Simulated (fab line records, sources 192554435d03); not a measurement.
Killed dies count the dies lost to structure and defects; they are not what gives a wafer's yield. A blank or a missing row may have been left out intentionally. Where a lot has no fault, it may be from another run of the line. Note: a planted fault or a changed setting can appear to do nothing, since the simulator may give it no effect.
fab line records	flow n5_finfet
record: lots: 10	wafers: 24	last_day: 17
route steps=1938 shown HKMG_FIN@445 GATE_CUT@466 BEOL_M4@1111
lots with no fault: from the same line, run without faults
start_h: hours from the record's first day to the start of the lot's first wafer shown	wait_h: hours from the lot's prior step to this one	" repeats the value in the row above	L1.1+2: a single row standing in for several wafers	- no value, or no start was given	* or withheld: withheld	< > ~ a bound
route shown NAME@n: a module of which the file shows steps, and the number in the route of the first	usual: mean and standard deviation over wafers with no fault	same: alike in all rows	chamber/n: place in a boat	sites: readings site by site	_std_site: the standard deviation of these	_edge_site: inner sites' mean taken away from outer sites' mean	radius_mm: for every site, how far away it sits from the centre of the wafer	mask NAME#n: copy n	behind: the tool/chamber that last shaped the wafer	hold: reason for holding the lot/hours on hold/outcome of the hold	device: whichever transistor did not switch (one of n, p or np)	end of line: the route-end tests of the same wafers	a step without rows: its recipe alone	killed: not the wafer's yield, but the dies lost to structure and defects at the first sort	map: the dies of a wafer, with x for killed, . for not killed, _ for no die there
set.NAME: setting as actually run; set.NAME@STEP: the setting as run at that earlier step	model.NAME: the simulator's own value behind a step, which no gauge read
a sample of lots followed through the steps of the route, with each step as a table and each wafer as a row
services: from which hour (start_h, from the record's first day; less than 0 if before it) a tool's chamber was out of use, for how many hours, and why
== steps ==
step: N5_HKMG_FIN_STRIP_89
recipe: chemistry: N2/H2	material: SOC	time_s: 20	power_w: 500	temp_c: 40	pressure_mtorr: 50	rf_frequency_hz: 6e+07	bias_power_w: 8	h2_frac: 0.5	n2_flow_sccm: 300	h2_flow_sccm: 300
usual: chamber_pressure_mTorr: 49.99/0.045	drypump_motor_current_A: 5.4/0.51	oes_product_au: 0.79/0.11	rf_vpp_V: 54.2/0.87	showerhead_plenum_p_Torr: 3.36/0.093	throttle_valve_pct: 19.1/0.37
lot.wafer	tool	chamber	start_h	wait_h	chamber_pressure_mTorr	drypump_motor_current_A	oes_product_au	rf_hours_counter_h	rf_vpp_V	showerhead_plenum_p_Torr	throttle_valve_pct
L179.3	rie_diel-06	1	87.94	0.0	50.03	5.9	0.68	196	54.7	3.29	19.0
L179.4	"	2	"	"	50.09	4.7	0.69	220	55.1	3.30	19.0
L182.1	rie_diel-05	2	107.04	0.0	49.96	4.8	0.78	138	54.9	3.21	19.3
L182.5	"	1	"	"	49.98	5.1	0.91	-	54.4	3.43	18.8
L185.2	rie_diel-06	1	131.52	0.0	50.09	5.9	0.67	212	52.8	3.28	19.0
L185.4	"	3	"	"	50.02	4.8	0.70	190	53.7	3.47	18.9
L185.5	"	2	"	"	49.96	4.7	0.68	-	54.0	3.29	19.0
L187.2	rie_diel-06	1	141.68	0.0	50.03	6.0	0.67	216	53.5	3.28	19.1
L187.4	"	0	"	"	50.04	5.3	0.94	19	54.3	3.44	19.0
L188.3	rie_diel-06	2	147.37	0.0	50.02	4.7	0.68	241	54.0	3.29	19.1
L188.6	"	3	"	"	49.95	4.8	0.69	-	55.2	3.47	18.9
L195.2	rie_diel-03	3	184.56	0.0	50.06	5.5	0.69	243	54.2	3.48	19.7
L195.4	"	0	"	"	49.96	6.3	0.96	4	54.5	3.31	19.2
L195.5	"	0	"	"	49.93	6.3	0.96	-	55.0	3.31	19.1
L196.2	rie_diel-03	0	192.10	0.0	49.93	6.3	0.95	6	55.7	3.31	19.2
L196.3	"	2	"	"	49.95	5.8	0.89	44	52.4	3.44	20.0
L198.2	rie_diel-05	3	204.67	0.0	49.96	6.1	0.69	207	56.0	3.34	19.5
L198.4	"	2	"	"	49.97	4.8	0.74	175	54.7	3.19	19.3
L198.5	"	1	"	"	50.10	5.1	0.82	-	55.9	3.41	18.8
L199.1	rie_diel-06	0	208.60	0.0	50.00	5.2	0.88	47	53.6	3.43	19.1
L199.4	"	2	"	"	49.99	4.7	0.95	6	53.7	3.28	18.7
L199.6	"	1	"	"	49.89	5.9	0.65	-	55.8	3.27	19.1
L200.4	rie_diel-03	1	214.95	0.0	50.03	5.9	0.91	-	53.5	3.27	18.8
L200.6	"	0	"	"	50.00	6.3	0.92	-	54.8	3.31	19.2
step: N5_HKMG_FIN_ETCHBACK_68
recipe: chemistry: Cl2/Ar	stop_on: HfO2	target_depth_a: 5	pressure_mtorr: 10	icp_w: 600	bias_w: 60	Cl2_flow_sccm: 40	Ar_flow_sccm: 60
usual: chamber_pressure_mTorr: 9.999/0.0085	drypump_motor_current_A: 5.78/0.29	he_backside_leak_sccm: 3.4/0.37	oes_product_au: 0.80/0.062	throttle_valve_pct: 20.9/0.37
lot.wafer	tool	chamber	start_h	wait_h	chamber_pressure_mTorr	drypump_motor_current_A	he_backside_leak_sccm	oes_product_au	rf_hours_counter_h	throttle_valve_pct
L179.3	rie_metal-01	0	89.30	0.1	9.989	5.98	3.5	0.80	-	20.5
L179.4	"	1	"	"	9.992	5.26	3.6	0.75	-	20.9
L182.1	rie_metal-02	1	108.28	0.0	10.016	5.88	3.2	0.83	23	21.4
L182.5	"	0	"	"	10.018	6.01	3.2	0.95	-	20.5
L185.2	rie_metal-02	0	132.75	0.0	10.001	5.98	3.0	0.92	2	20.5
L185.4	"	0	"	"	10.014	5.98	3.1	0.92	-	20.5
L185.5	"	0	"	"	9.999	5.98	3.1	0.93	-	20.5
L187.2	rie_metal-03	0	142.91	0.0	10.003	5.77	3.5	0.76	52	20.8
L187.4	"	1	"	"	9.995	5.82	3.3	0.80	-	21.0
L188.3	rie_metal-01	0	148.90	0.1	9.999	5.94	3.6	0.78	-	20.5
L188.6	"	1	"	"	10.013	5.22	3.5	0.73	-	20.9
L195.2	rie_metal-02	1	185.80	0.0	10.000	5.87	3.3	0.79	32	21.5
L195.4	"	0	"	"	9.987	6.01	3.3	0.87	-	20.5
L195.5	"	1	"	"	9.988	5.90	3.3	0.79	-	21.5
L196.2	rie_metal-01	1	193.33	0.0	10.007	5.20	3.4	0.72	59	20.9
L196.3	"	1	"	"	10.000	5.21	3.4	0.66	-	21.0
L198.2	rie_metal-01	1	205.90	0.0	9.997	5.24	3.4	0.71	60	20.9
L198.4	"	1	"	"	10.005	5.23	3.4	0.72	-	20.9
L198.5	"	1	"	"	10.002	5.27	3.4	0.71	-	20.9
L199.1	rie_metal-02	1	209.84	0.0	10.000	5.91	3.3	0.79	34	21.5
L199.4	"	0	"	"	9.998	5.96	3.2	0.86	-	20.5
L199.6	"	0	"	"	9.987	6.00	3.1	0.86	-	20.5
L200.4	rie_metal-01	1	216.21	0.1	9.995	5.23	3.6	0.71	-	20.9
L200.6	"	0	"	"	9.972	5.96	3.6	0.77	-	20.5
step: N5_HKMG_FIN_ALD_72
recipe: material: W	target_thk_a: 20	temp_c: 300	pressure_torr: 7.5	ald_precursor_family: WF6	ald_co_reactant: B2H6	pulse_time_s: 1	purge_time_s: 2	co_reactant_purge_time_s: 2	co_reactant_pulse_time_s: 3	ald_cycles: 7
usual: heater_power_w: 450/47	precursor_pulse_height_rel: 1.003/0.02
same: co_reactant_pulse_time_s: 3	purge_time_s: 2
lot.wafer	tool	chamber	start_h	wait_h	heater_power_w	precursor_pulse_height_rel
L179.3	cvd_w-01	1	90.17	0.2	424	0.949
L179.4	"	0	"	"	399	1.043
L182.1	cvd_w-01	1	109.16	0.2	424	0.991
L182.5	"	0	"	"	380	1.021
L185.2	cvd_w-01	0	133.64	0.2	390	1.024
L185.4	"	1	"	"	430	1.003
L185.5	"	0	"	"	380	0.975
L187.2	cvd_w-01	1	143.84	0.2	428	1.028
L187.4	"	0	"	"	396	0.990
L188.3	cvd_w-02	0	149.76	0.2	480	0.990
L188.6	"	1	"	"	511	0.985
L195.2	cvd_w-02	0	186.69	0.2	482	1.022
L195.4	"	1	"	"	500	0.997
L195.5	"	0	"	"	477	0.983
L196.2	cvd_w-01	1	194.22	0.2	421	1.018
L196.3	"	1	"	"	429	1.001
L198.2	cvd_w-01	0	206.79	0.2	392	1.004
L198.4	"	0	"	"	399	1.018
L198.5	"	1	"	"	428	1.035
L199.1	cvd_w-01	1	210.72	0.2	428	1.007
L199.4	"	0	"	"	400	1.012
L199.6	"	1	"	"	434	1.045
L200.4	cvd_w-01	1	217.10	0.0	434	1.004
L200.6	"	0	"	"	381	1.011
step: N5_GATE_CUT_ETCH_56
recipe: chemistry: Cl2/Ar	target: TiN	target_depth_a: 216	pressure_mtorr: 10	icp_w: 600	bias_w: 60	Cl2_flow_sccm: 40	Ar_flow_sccm: 60
usual: chamber_pressure_mTorr: 10.000/0.0099	drypump_motor_current_A: 5.81/0.26	he_backside_leak_sccm: 3.4/0.37	oes_product_au: 0.83/0.063	throttle_valve_pct: 20.9/0.37
lot.wafer	tool	chamber	start_h	wait_h	chamber_pressure_mTorr	drypump_motor_current_A	he_backside_leak_sccm	oes_product_au	rf_hours_counter_h	throttle_valve_pct
L179.3	rie_metal-02	1	91.36	0.2	9.989	5.88	3.2	0.89	-	21.4
L179.4	"	1	"	"	9.999	5.88	3.4	0.88	-	21.4
L182.1	rie_metal-01	1	110.20	0.1	9.996	5.24	3.4	0.75	49	20.9
L182.5	"	0	"	"	9.998	5.95	3.5	0.80	-	20.5
L185.2	rie_metal-02	0	134.67	0.1	10.020	6.01	3.2	1.16	2	20.2
L185.4	"	1	"	"	10.002	5.90	3.5	0.86	-	21.4
L185.5	"	0	"	"	10.012	5.97	3.1	0.92	-	20.5
L187.2	rie_metal-02	0	144.88	0.1	10.009	6.00	3.3	1.16	4	20.2
L187.4	"	0	"	"	9.991	6.03	3.2	0.92	-	20.5
L188.3	rie_metal-02	0	150.97	0.1	9.998	6.00	3.3	0.91	-	20.5
L188.6	"	1	"	"	9.997	5.86	3.3	1.09	-	21.1
L195.2	rie_metal-01	0	187.76	0.1	10.015	5.95	3.5	0.77	37	20.5
L195.4	"	0	"	"	10.013	5.97	3.5	0.77	-	20.5
L195.5	"	0	"	"	10.004	5.95	6.8	0.77	-	20.5
L196.2	rie_metal-01	0	195.26	0.1	10.005	5.93	3.6	0.77	37	20.5
L196.3	"	0	"	"	10.002	5.95	3.5	0.77	-	20.5
L198.2	rie_metal-01	1	207.83	0.1	10.001	5.23	3.5	0.72	60	20.9
L198.4	"	1	"	"	9.992	5.24	3.5	0.72	-	20.9
L198.5	"	0	"	"	10.010	5.95	3.6	0.76	-	20.5
L199.1	rie_metal-02	0	211.76	0.1	9.987	6.03	3.4	0.87	11	20.5
L199.4	"	1	"	"	9.980	5.86	3.3	0.84	-	21.4
L199.6	"	0	"	"	9.996	6.02	3.3	0.87	-	20.5
L200.4	rie_metal-01	1	218.19	0.1	9.986	5.25	3.5	0.72	-	20.9
L200.6	"	1	"	"	9.988	5.28	3.6	0.72	-	20.9
step: N5_BEOL_M4_RC_MEAS_101
usual: DIBL_N: 36.9/2.1	DIBL_P: 37.1/2.5	IOFF_N: 0.17/0.039	IOFF_P: 0.23/0.043	ION_N: 673/15	ION_P: 462/9.1	SS_N: 71.8/0.69	SS_P: 73.6/0.74	VT_N: 250/3.6	VT_P: -249.7/2.9
lot.wafer	tool	chamber	start_h	wait_h	DIBL_N[mV/V]	DIBL_P[mV/V]	IOFF_N[nA/um]	IOFF_P[nA/um]	ION_N[uA/um]	ION_P[uA/um]	SS_N[mV/dec]	SS_P[mV/dec]	VT_N[mV]	VT_P[mV]
L179.3	prober-02	0	181.22	0.3	40.9	43.9	0.29	0.35	703	476	72.5	75.0	241	-245.6
L179.4	"	0	"	"	39.4	41.2	0.23	0.29	682	461	72.1	74.2	245	-245.4
L182.1	prober-01	0	195.75	0.0	38.2	38.3	0.17	0.27	664	468	71.4	73.9	247	-245.9
L182.5	"	0	"	"	40.7	40.6	0.23	0.31	681	468	72.2	74.6	247	-244.4
L185.2	prober-02	0	218.58	0.2	34.7	36.2	0.14	0.21	661	459	71.6	73.8	252	-247.3
L185.4	"	0	"	"	37.2	38.4	0.19	0.25	668	466	72.7	74.6	249	-244.8
L185.5	"	0	"	"	37.1	38.8	0.19	0.27	674	463	72.2	73.9	245	-245.1
L187.2	prober-02	0	230.28	0.2	33.3	32.3	0.12	0.17	657	459	70.3	73.5	255	-253.7
L187.4	"	0	"	"	36.0	36.7	0.16	0.24	659	458	71.3	74.0	250	-248.8
L188.3	prober-01	0	242.07	0.3	32.4	32.4	0.10	0.16	649	451	70.4	72.7	258	-252.9
L188.6	"	0	"	"	36.7	37.9	0.17	0.26	680	476	71.5	74.5	250	-247.2
L195.2	prober-01	0	279.56	0.2	34.4	34.4	0.12	0.16	665	450	71.6	73.0	254	-251.9
L195.4	"	0	"	"	37.2	37.1	0.17	0.19	671	457	71.5	73.6	249	-252.1
L195.5	"	0	"	"	38.1	38.7	0.19	0.22	687	462	71.6	73.9	246	-250.4
L196.2	prober-01	0	284.13	0.2	40.9	43.4	0.28	0.34	707	486	74.2	75.1	243	-244.5
L196.3	"	0	"	"	39.5	40.8	0.22	0.28	682	456	73.1	75.3	244	-247.6
L198.2	prober-01	0	299.57	0.2	35.2	35.2	0.16	0.24	658	459	71.6	73.2	249	-246.8
L198.4	"	0	"	"	33.2	32.6	0.13	0.19	666	464	71.5	72.3	252	-248.8
L198.5	"	0	"	"	35.0	34.3	0.17	0.21	649	453	72.1	72.9	250	-248.8
L199.1	prober-02	0	302.10	0.0	37.3	35.9	0.17	0.21	681	462	72.1	73.4	248	-250.6
L199.4	"	0	"	"	33.3	32.1	0.11	0.15	664	455	70.4	72.4	254	-254.1
L199.6	"	0	"	"	37.4	37.0	0.19	0.23	700	474	71.9	73.5	245	-250.7
L200.4	prober-01	0	302.64	0.5	34.0	35.0	0.15	0.20	686	473	71.6	73.2	247	-249.2
L200.6	"	0	"	"	39.7	42.6	0.27	0.35	712	485	73.2	75.6	242	-245.4
== services ==
tool	chamber	start_h	hours	kind
cvd_w-01	-	65.88	14.6	pm
rie_metal-02	-	72.97	1.4	pm
rie_metal-02	0	74.37	-	clean
rie_metal-02	0	74.37	27.6	scheduled_down
rie_metal-02	0	74.37	27.6	vent_cycle
rie_diel-03	0	77.63	53.1	repair
rie_diel-03	2	97.15	3.3	repair
cvd_w-02	0	99.75	6.9	repair
rie_diel-06	0	100.78	9.1	repair
cvd_w-02	-	114.70	6.0	pm
rie_diel-06	-	119.48	4.4	repair
rie_diel-06	0	124.63	1.7	repair
rie_diel-03	1	130.75	-	clean
rie_diel-03	1	130.75	-	consumable_replace:focus_ring
rie_diel-03	1	130.75	17.5	scheduled_down
rie_metal-03	0	130.79	8.0	repair
rie_diel-03	-	158.24	0.4	repair
rie_metal-03	-	160.87	28.1	pm
rie_diel-06	2	168.19	-	clean
rie_diel-06	2	168.19	-	consumable_replace:focus_ring
rie_diel-06	2	168.19	20.0	scheduled_down
rie_diel-06	2	168.19	20.0	vent_cycle
rie_diel-03	3	168.79	4.2	repair
cvd_w-01	-	217.29	4.3	pm
== key ==
first_sign: step: N5_GATE_CUT_ETCH_56	reading: oes_product_au	direction: up	sigmas: 5	usual: 0.83	struck: 1.14
effect none on later readings
met_at N5_GATE_CUT_ETCH_56
struck_lots L185,L187,L188
struck_wafers L185.2,L187.2,L188.6
not_acting_at N5_HKMG_FIN_STRIP_89,N5_HKMG_FIN_ETCHBACK_68,N5_HKMG_FIN_ALD_72
onset_between 91.36 134.67
fault: kind: process_parameter_drift	tool: rie_metal-02	chamber: -	onset_h: 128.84	steps: N5_GATE_CUT_ETCH_56	channel: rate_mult	offset: 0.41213	shape: step	end_h: 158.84	scope: struck_wafers_only
